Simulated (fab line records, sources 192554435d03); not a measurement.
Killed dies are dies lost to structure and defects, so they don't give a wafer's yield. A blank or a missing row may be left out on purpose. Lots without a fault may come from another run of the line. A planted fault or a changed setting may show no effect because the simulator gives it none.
One fault seen from 2 desks | flow n5_finfet | each desk has only its own numbers; what lay behind them comes last

THE METROLOGY DESK
What the gauges read, lot by lot, whatever tool the lot ran on: means of the sampled wafers that have a number. A lot is out of limits, marked OUT, if its mean lies more than 4 standard deviations from the usual mean; the brackets give that distance.
Columns: A = cd_nm at N5_BEOL_M7_CD_MEAS_18, usual 40.0 nm
lot  | first seen here | A
L219 | day 10 11:47    | 39.7
L222 | day 10 16:47    | 39.8
L221 | day 10 21:05    | 39.5
L220 | day 11 04:27    | 39.9
L223 | day 11 10:01    | 39.2
L232 | day 13 19:07    | 40.4
L233 | day 14 06:32    | 40.1
L237 | day 14 10:29    | 39.3
L238 | day 15 21:09    | 41.6
L240 | day 15 21:51    | 39.7
This desk's finding: nothing out of limits on any of the 10 lots.

THE TOOL OWNER'S DESK: litho_track-05
The tool's own readings at N5_BEOL_M7_COAT_22 (resist thk 30 nm): means of the sampled wafers that have a number, for each lot that ran on this tool. A lot is out of limits, marked OUT, if its mean lies more than 4 standard deviations from the usual mean; the brackets give that distance.
Columns: A = resist_line_temp_C at N5_BEOL_M7_COAT_22, usual 23.00 C; B = spin_speed_rpm at N5_BEOL_M7_COAT_22, usual 1500.1 rpm
lot  | first seen here | A     | B
L219 | day 10 11:54    | 22.91 | 1501.6
L221 | day 10 21:08    | 23.08 | 1498.7
L232 | day 13 22:37    | 23.00 | 1542.8 (+47) OUT
L233 | day 14 08:04    | 23.22 | 1541.1 (+45) OUT
This desk's finding: out of limits on L232, L233; first on L232, day 13 22:37 (spin_speed_rpm at N5_BEOL_M7_COAT_22). In limits: L219, L221.

PUT TOGETHER
The tool owner's desk could have raised an alarm at day 13 22:37, on L232, L233.
The metrology desk saw nothing out of limits.
The metrology desk has L232, L233 on record, within its limits.
Of the lots named, all ran N5_BEOL_M7_COAT_22 on litho_track-05.

WHAT THE SIMULATOR HAD PUT IN
Process parameter drift: litho_track-05, from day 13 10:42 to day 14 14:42, at N5_BEOL_M7_COAT_22. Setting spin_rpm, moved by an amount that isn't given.
Lots struck among those shown: L232, L233.
Hours from the fault's start to each desk's first reading out of limits: the tool owner's desk, 12.
